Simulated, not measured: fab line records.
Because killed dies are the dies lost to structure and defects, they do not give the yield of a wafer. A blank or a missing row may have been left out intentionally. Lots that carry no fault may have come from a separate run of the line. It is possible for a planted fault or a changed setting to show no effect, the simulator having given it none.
Chamber matching -- flow n5-finfet -- rie-diel-01 running N5_BEOL_M9_VIA_ETCH_34: 4 sister chambers
The step etches SiCOH lowk in C4F6/O2, target depth 182.4 nm, time 68.4 s. 16 wafers are shown with their chamber, then 8 later ones without.

## WAFERS WITH THEIR CHAMBER
wafer,chamber,oes-product-au (a.u.),showerhead-plenum-p-Torr (Torr),drypump-motor-current-A (A)
L079.3,3,0.69,2.72,5.4
L079.5,1,0.84,2.89,5.7
L079.6,0,0.84,2.86,4.9
L082.1,1,0.84,2.88,5.8
L082.2,2,1.00,2.79,5.0
L082.4,3,0.68,2.71,5.3
L084.3,2,1.00,2.79,5.0
L084.4,0,0.84,2.86,4.9
L084.5,3,0.68,2.71,5.3
L087.2,3,0.68,2.71,5.4
L087.3,1,0.83,2.88,5.8
L087.6,1,0.83,2.88,5.8
L092.2,1,0.82,2.87,5.8
L092.4,3,0.68,2.71,5.4
L092.6,3,0.67,2.71,5.3
L093.1,3,0.68,2.71,5.3

SIGNATURES (averages over the wafers above)
reading,chamber 0,chamber 1,chamber 2,chamber 3,scatter within a chamber
oes-product-au,0.8400,0.8320,1.0000,0.6800,0.00632
showerhead-plenum-p-Torr,2.8600,2.8800,2.7900,2.7114,0.00488
drypump-motor-current-A,4.900,5.780,5.000,5.343,0.0458
Rule: for each reading, subtract the chamber's mean from the wafer's reading, divide by that reading's scatter and square the result; add these up over the readings and take the root, which gives the wafer's distance from the chamber. If the next closest chamber is less than 2 further off than the closest, the wafer can't be placed; otherwise it belongs to the closest. The scatter: the root of (the sum of the squares of (reading less its chamber's mean) over the shown wafers, divided by (wafers less chambers)).

## WAFERS WHOSE CHAMBER IS MISSING
wafer,oes-product-au (a.u.),showerhead-plenum-p-Torr (Torr),drypump-motor-current-A (A)
L093.5,0.82,2.85,4.9
L093.6,0.67,2.71,5.3
L094.2,0.82,2.85,4.9
L094.3,0.81,2.87,5.8
L094.5,0.93,2.78,5.0
L096.2,0.91,2.78,5.0
L096.3,0.80,2.87,5.9
L096.4,0.91,2.78,5.0

## CHAMBER TAKEN BY EACH
wafer,from the rows above,in truth
L093.5,0,0
L093.6,3,3
L094.2,0,0
L094.3,1,1
L094.5,2,2
L096.2,2,2
L096.3,1,1
L096.4,2,2
Correctly placed: 8 of 8. Left unplaced by these rows: 0. Number placed wrongly: 0.
